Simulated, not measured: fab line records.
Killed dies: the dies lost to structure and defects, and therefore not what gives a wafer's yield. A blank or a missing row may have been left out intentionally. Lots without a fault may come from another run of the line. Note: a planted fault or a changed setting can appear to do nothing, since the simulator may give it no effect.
Which tool is to blame? :: flow nand harc :: 33 wafers from 11 lots sampled at 5 of the route's 1159 steps

WHAT THE GAUGES SHOWED, per wafer
NHARC_A_STAIRCASE_INSPECT_155.
lot: L075
measured: day 14 07:12
on: defect inspect-02
raw defect count: 321 260 262

lot: L078
measured: day 14 12:09
on: defect inspect-01
raw defect count: 219 229 210

lot: L079
measured: day 15 07:37
on: defect inspect-02
raw defect count: 790 515 383

lot: L082
measured: day 16 00:53
on: defect inspect-01
raw defect count: 492 662 498

lot: L084
measured: day 16 01:04
on: defect inspect-02
raw defect count: 715 550 375

lot: L086
measured: day 16 23:08
on: defect inspect-01
raw defect count: 449 630 406

lot: L085
measured: day 16 23:14
on: defect inspect-01
raw defect count: 402 317 243

lot: L089
measured: day 17 22:56
on: defect inspect-01
raw defect count: 418 272 308

lot: L092
measured: day 18 03:14
on: defect inspect-01
raw defect count: 439 436 668

lot: L093
measured: day 18 12:53
on: defect inspect-02
raw defect count: 456 335 358

lot: L097
measured: day 19 17:01
on: defect inspect-01
raw defect count: 283 202 274

WHAT TOOL EACH LOT RAN ON (gives the tool, then ch and the chambers of the sampled wafers, and finally the start)
lot: L075
NHARC_A_STAIRCASE_ETCH_253: rie diel-01 ch 0,2,3, day 11 23:32
NHARC_A_STAIRCASE_ETCH_452: rie diel-12 ch 0,2,3, day 12 09:12 or earlier
NHARC_A_STAIRCASE_DEP_301: pecvd-01 ch 0,1, day 12 09:12
NHARC_A_STAIRCASE_ETCHBACK_422: rie diel-13 ch 0,2,3, day 14 05:56

lot: L078
NHARC_A_STAIRCASE_ETCH_253: rie diel-01 ch 1,2,3, day 12 05:50
NHARC_A_STAIRCASE_ETCH_452: rie diel-12 ch 2,3, day 12 14:48 or earlier
NHARC_A_STAIRCASE_DEP_301: pecvd-02 ch 0,1,2, day 12 14:48
NHARC_A_STAIRCASE_ETCHBACK_422: rie diel-13 ch 1,3, day 14 10:55

lot: L079
NHARC_A_STAIRCASE_ETCH_253: rie diel-01 ch 1,2, day 12 19:41
NHARC_A_STAIRCASE_ETCH_452: rie diel-13 ch 0,1,3, day 13 04:21 or earlier
NHARC_A_STAIRCASE_DEP_301: pecvd-02 ch 1,2, day 13 04:21
NHARC_A_STAIRCASE_ETCHBACK_422: rie diel-12 ch 0,2,3, day 15 06:15

lot: L082
NHARC_A_STAIRCASE_ETCH_253: rie diel-13 ch 0,1,2, day 13 10:38
NHARC_A_STAIRCASE_ETCH_452: rie diel-01 ch 0,1,2, day 13 21:44 or earlier
NHARC_A_STAIRCASE_DEP_301: pecvd-04 ch 0,1,2, day 13 21:44
NHARC_A_STAIRCASE_ETCHBACK_422: rie diel-12 ch 0,3, day 15 23:16

lot: L084
NHARC_A_STAIRCASE_ETCH_253: rie diel-01 ch 2,3, day 13 15:11
NHARC_A_STAIRCASE_ETCH_452: rie diel-12 ch 1,3, day 14 00:28 or earlier
NHARC_A_STAIRCASE_DEP_301: pecvd-01 ch 0,1,2, day 14 00:28
NHARC_A_STAIRCASE_ETCHBACK_422: rie diel-13 ch 1,2,3, day 15 21:48

lot: L086
NHARC_A_STAIRCASE_ETCH_253: rie diel-12 ch 0,2,3, day 14 12:29
NHARC_A_STAIRCASE_ETCH_452: rie diel-01 ch 0,2,3, day 14 22:27 or earlier
NHARC_A_STAIRCASE_DEP_301: pecvd-04 ch 0,1,2, day 14 22:27
NHARC_A_STAIRCASE_ETCHBACK_422: rie diel-01 ch 2,3, day 16 21:46

lot: L085
NHARC_A_STAIRCASE_ETCH_253: rie diel-13 ch 0,3, day 14 16:46
NHARC_A_STAIRCASE_ETCH_452: rie diel-12 ch 0,1,2, day 15 02:23 or earlier
NHARC_A_STAIRCASE_DEP_301: pecvd-04 ch 0,1, day 15 02:23
NHARC_A_STAIRCASE_ETCHBACK_422: rie diel-13 ch 2,3, day 16 21:57

lot: L089
NHARC_A_STAIRCASE_ETCH_253: rie diel-01 ch 1,2,3, day 15 08:23
NHARC_A_STAIRCASE_ETCH_452: rie diel-01 ch 0,2,3, day 15 17:53 or earlier
NHARC_A_STAIRCASE_DEP_301: pecvd-01 ch 0,1, day 15 17:53
NHARC_A_STAIRCASE_ETCHBACK_422: rie diel-01 ch 0,2,3, day 17 21:08

lot: L092
NHARC_A_STAIRCASE_ETCH_253: rie diel-12 ch 1,2, day 15 15:58
NHARC_A_STAIRCASE_ETCH_452: rie diel-12 ch 0,2, day 16 05:07 or earlier
NHARC_A_STAIRCASE_DEP_301: pecvd-04 ch 1,2, day 16 05:07
NHARC_A_STAIRCASE_ETCHBACK_422: rie diel-01 ch 0,2, day 18 01:59

lot: L093
NHARC_A_STAIRCASE_ETCH_253: rie diel-01 ch 0,2,3, day 16 07:53
NHARC_A_STAIRCASE_ETCH_452: rie diel-01 ch 0,2,3, day 16 18:16 or earlier
NHARC_A_STAIRCASE_DEP_301: pecvd-02 ch 0,1,2, day 16 18:16
NHARC_A_STAIRCASE_ETCHBACK_422: rie diel-12 ch 0,1,3, day 18 11:38

lot: L097
NHARC_A_STAIRCASE_ETCH_253: rie diel-13 ch 1,2, day 17 05:37
NHARC_A_STAIRCASE_ETCH_452: rie diel-13 ch 0,2,3, day 17 13:34 or earlier
NHARC_A_STAIRCASE_DEP_301: pecvd-04 ch 0,2, day 17 13:34
NHARC_A_STAIRCASE_ETCHBACK_422: rie diel-12 ch 2,3, day 19 15:31
- NHARC_A_STAIRCASE_ETCH_253: etches the open film in C4F8/O2, target depth 50 nm, time 20.2 s.
- NHARC_A_STAIRCASE_ETCH_452: etches the open film in CF4/O2, target depth 30 nm, overetch 3 nm, time 16.5 s.
- NHARC_A_STAIRCASE_DEP_301: deposits SiON, target thk 30 nm.
- NHARC_A_STAIRCASE_ETCHBACK_422: etches the open film in CH3F/O2, target depth 40 nm, time 74.286 s.

THE ANSWER, worked out from the rows above alone
Rule: the usual values come from the lots themselves. The widest of any qualifying gaps counts: lots, ordered by their means at a reading, are off when they make up no more than a third of the lots, leave a main group of 4 or more, and stand apart from it by 3 or more times the standard deviation of that group's means. A main group is skipped when, at the precision printed for the reading in the tables above, its means are all equal. Also off: a lot with no number at a reading for which 4 or more lots have one. Where the step has rows for the other lots, those lots are counted as sound.
None of the lots is off at any reading shown; this tells nothing.

WHAT WAS PUT IN BY THE SIMULATOR
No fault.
